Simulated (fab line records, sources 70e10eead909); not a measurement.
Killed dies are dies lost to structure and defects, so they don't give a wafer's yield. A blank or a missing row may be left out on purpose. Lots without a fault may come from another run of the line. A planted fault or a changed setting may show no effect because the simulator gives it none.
Which tool did it? | flow nand_harc | 12 lots, 36 wafers sampled, at 6 steps of a route of 1159

WHAT THE GAUGES READ, wafer by wafer
NHARC_P_STI_INSPECT_11.
lot  | measured    | on                | raw_defect_count
L841 | day 2 07:34 | defect_inspect-01 | 10 7 9
L842 | day 2 19:34 | defect_inspect-01 | 3 6 5
L843 | day 2 19:23 | defect_inspect-01 | 4 5 4
L846 | day 3 17:14 | defect_inspect-01 | 3 4 7
L847 | day 4 00:37 | defect_inspect-02 | 6 3 4
L848 | day 4 08:32 | defect_inspect-01 | 2 10 2
L849 | day 4 08:41 | defect_inspect-02 | 4 2 4
L850 | day 4 17:08 | defect_inspect-01 | 5 5 8
L859 | day 7 00:24 | defect_inspect-02 | 6 7 5
L862 | day 7 17:29 | defect_inspect-01 | 15 13 29 17 14 32
L863 | day 7 22:56 | defect_inspect-01 | 8 7 9
L864 | day 8 04:58 | defect_inspect-01 | 8 9 8

NHARC_END_SORT_01.
lot  | measured     | on        | killed_at_array | killed_at_other | killed_at_periphery | killed_dies | killed_open | killed_short
L862 | day 26 14:13 | prober-01 | 27 18 21        | 0 1 0           | 13 7 16             | 40 26 37    | 2 2 6       | 2 2 1

WHICH TOOL RAN EACH LOT (tool, then ch and the chambers of the sampled wafers, then the start)
lot  | NHARC_P_ZERO_WELL_ETCH_63       | NHARC_P_ZERO_WELL_DESCUM_26       | NHARC_P_STI_HM_DEP_30      | NHARC_P_GATE_ETCH_104
L841 | rie_si-04 ch 0,2, day 1 13:44   | rie_diel-03 ch 0,2,3, day 1 14:48 | lpcvd-01 ch 1, day 2 03:26 | rie_diel-08 ch 0,2,3, day 4 10:13
L842 | rie_si-01 ch 0,1,3, day 1 19:41 | rie_diel-03 ch 0,2, day 1 20:47   | lpcvd-01 ch 0, day 2 15:15 | rie_diel-08 ch 0,2, day 5 01:30
L843 | rie_si-01 ch 1,2,3, day 2 01:33 | rie_diel-11 ch 1,2,3, day 2 02:38 | lpcvd-01 ch 0, day 2 15:15 | rie_diel-13 ch 0,1,3, day 5 02:04
L846 | rie_si-01 ch 0,2,3, day 2 19:43 | rie_diel-11 ch 1,2, day 2 20:46   | lpcvd-02 ch 1, day 3 13:02 | rie_diel-13 ch 0,2,3, day 5 16:30
L847 | rie_si-04 ch 0,2,3, day 3 01:41 | rie_diel-10 ch 1,2,3, day 3 02:46 | lpcvd-02 ch 1, day 3 20:19 | rie_diel-07 ch 1,2, day 6 04:34
L848 | rie_si-01 ch 0,1,3, day 3 07:41 | rie_diel-10 ch 0,2,3, day 3 08:46 | lpcvd-02 ch 1, day 4 04:20 | rie_diel-07 ch 1,2,3, day 6 12:25
L849 | rie_si-04 ch 0,1,2, day 3 13:42 | rie_diel-10 ch 0,2,3, day 3 14:47 | lpcvd-02 ch 0, day 4 04:20 | rie_diel-07 ch 1,2,3, day 6 12:40
L850 | rie_si-04 ch 0,1,3, day 3 19:42 | rie_diel-10 ch 1,2,3, day 3 20:48 | lpcvd-02 ch 1, day 4 12:52 | rie_diel-07 ch 1,2, day 7 00:37
L859 | rie_si-05 ch 2,3, day 6 01:43   | rie_diel-03 ch 1,2,3, day 6 02:51 | lpcvd-01 ch 0, day 6 20:07 | rie_diel-08 ch 0,1,3, day 9 04:44
L862 | rie_si-05 ch 0,1,2, day 6 19:41 | rie_diel-10 ch 1,2,3, day 6 20:47 | lpcvd-01 ch 0, day 7 13:12 | rie_diel-13 ch 1,3, day 10 04:16
L863 | rie_si-05 ch 0,1,3, day 7 01:39 | rie_diel-03 ch 0,1,2, day 7 02:38 | lpcvd-02 ch 0, day 7 18:50 | rie_diel-08 ch 1,3, day 10 04:55
L864 | rie_si-04 ch 0,1,3, day 7 07:41 | rie_diel-11 ch 0,2,3, day 7 08:40 | lpcvd-02 ch 0, day 8 00:44 | rie_diel-07 ch 1,2, day 10 05:03
- NHARC_P_ZERO_WELL_ETCH_63: etches the open film in HBr/Cl2, target depth 120 nm, time 40.1 s.
- NHARC_P_ZERO_WELL_DESCUM_26: chemistry O2, time 3 s.
- NHARC_P_STI_HM_DEP_30: deposits Si3N4, target thk 80 nm, time 873 s.
- NHARC_P_GATE_ETCH_104: etches the open film in CF4/CHF3, target depth 60 nm.

WHAT THE TOOLS THEMSELVES READ (means of the sampled wafers that have a number; where no wafer has one, the mark that the record gives instead)
NHARC_P_ZERO_WELL_ETCH_63.
lot  | tool      | drypump_motor_current_A (A) | oes_product_au (a.u.) | throttle_valve_pct (%)
L841 | rie_si-04 | 5.9                         | 0.992                 | 26.405
L842 | rie_si-01 | 5.8                         | 1.017                 | 26.406
L843 | rie_si-01 | 5.5                         | 1.004                 | 26.404
L846 | rie_si-01 | 5.8                         | 1.002                 | 26.409
L847 | rie_si-04 | 5.7                         | 1.002                 | 26.401
L848 | rie_si-01 | 5.8                         | 1.003                 | 26.406
L849 | rie_si-04 | 5.9                         | 1.003                 | 26.395
L850 | rie_si-04 | 6.4                         | 0.992                 | 26.410
L859 | rie_si-05 | 5.2                         | 0.990                 | 26.405
L862 | rie_si-05 | 5.9                         | 0.991                 | 26.409
L863 | rie_si-05 | 5.7                         | 0.995                 | 26.399
L864 | rie_si-04 | 6.3                         | 0.997                 | 26.411

NHARC_P_ZERO_WELL_DESCUM_26.
lot  | tool        | drypump_motor_current_A (A) | oes_product_au (a.u.) | rf_vpp_V (V) | showerhead_plenum_p_Torr (Torr) | throttle_valve_pct (%)
L841 | rie_diel-03 | 5.8                         | 1.013                 | 57.2         | 1.97                            | 11.317
L842 | rie_diel-03 | 5.4                         | 1.000                 | 57.7         | 2.00                            | 11.304
L843 | rie_diel-11 | 6.3                         | 0.997                 | 58.1         | 1.97                            | 11.309
L846 | rie_diel-11 | 6.0                         | 1.002                 | 58.0         | 1.98                            | 11.318
L847 | rie_diel-10 | 5.3                         | 0.989                 | 58.2         | 1.91                            | 11.308
L848 | rie_diel-10 | 5.4                         | 0.997                 | 57.5         | 1.91                            | 11.313
L849 | rie_diel-10 | 5.4                         | 1.002                 | 57.9         | 1.91                            | 11.313
L850 | rie_diel-10 | 5.3                         | 0.996                 | 58.3         | 1.92                            | 11.310
L859 | rie_diel-03 | 5.9                         | 1.002                 | 57.6         | 1.89                            | 11.321
L862 | rie_diel-10 | 5.3                         | 0.988                 | 57.4         | 1.91                            | 11.314
L863 | rie_diel-03 | 5.7                         | 1.015                 | 57.5         | 1.95                            | 11.311
L864 | rie_diel-11 | 6.0                         | 0.995                 | 58.1         | 1.99                            | 11.316

NHARC_P_GATE_ETCH_104.
lot  | tool        | drypump_motor_current_A (A) | oes_product_au (a.u.) | rf_vpp_V (V) | showerhead_plenum_p_Torr (Torr) | throttle_valve_pct (%)
L841 | rie_diel-08 | 5.4                         | 0.914                 | 372.3        | 1.63                            | 16.805
L842 | rie_diel-08 | 5.5                         | 0.917                 | 371.3        | 1.60                            | 16.815
L843 | rie_diel-13 | 5.8                         | 0.919                 | 367.5        | 1.52                            | 16.806
L846 | rie_diel-13 | 5.6                         | 0.964                 | 368.1        | 1.51                            | 16.803
L847 | rie_diel-07 | 6.2                         | 0.941                 | 369.0        | 1.51                            | 16.790
L848 | rie_diel-07 | 5.9                         | 0.944                 | 369.9        | 1.56                            | 16.808
L849 | rie_diel-07 | 6.0                         | 0.942                 | 369.8        | 1.56                            | 16.801
L850 | rie_diel-07 | 6.0                         | 0.951                 | 369.3        | 1.55                            | 16.798
L859 | rie_diel-08 | 5.6                         | 0.907                 | 372.4        | 1.62                            | 16.809
L862 | rie_diel-13 | 5.9                         | 0.948                 | 369.7        | 1.54                            | 16.804
L863 | rie_diel-08 | 5.6                         | 0.966                 | 373.0        | 1.65                            | 16.804
L864 | rie_diel-07 | 6.1                         | 0.924                 | 368.8        | 1.50                            | 16.793

THE ANSWER, worked out from the rows above alone
Rule: what is usual is taken from the lots themselves. Put in order of their means at a reading, lots are off if they are a third of the lots or fewer, leave a main group of 4 or more, and stand apart from it by a gap of 3 or more times the standard deviation of the main group's means; of several such gaps the widest counts. A main group whose means are all the same, to the digits that the tables above print for the reading, isn't used. A lot without any number at a reading at which 4 lots or more have one is off too. The other lots that the step has rows for count as sound. The gauges are gone through in route order, then the tools' own readings, and for those a lot's mean is taken as printed above. The first step at which some lot is off is used, and at that step the reading that is off furthest; a lot without a number counts as furthest.
Off: L862, at NHARC_P_STI_INSPECT_11 (raw_defect_count). The main group: mean 6, standard deviation 1.8.
A tool fits if, at a process step before that reading, it ran every lot that is off, and no sound lot after the first of them. The gauges at NHARC_P_STI_INSPECT_11 are tried like those tools. Can't be told from this: 2 tools fit, rie_diel-10 at NHARC_P_ZERO_WELL_DESCUM_26, lpcvd-01 at NHARC_P_STI_HM_DEP_30.

WHAT THE SIMULATOR HAD PUT IN
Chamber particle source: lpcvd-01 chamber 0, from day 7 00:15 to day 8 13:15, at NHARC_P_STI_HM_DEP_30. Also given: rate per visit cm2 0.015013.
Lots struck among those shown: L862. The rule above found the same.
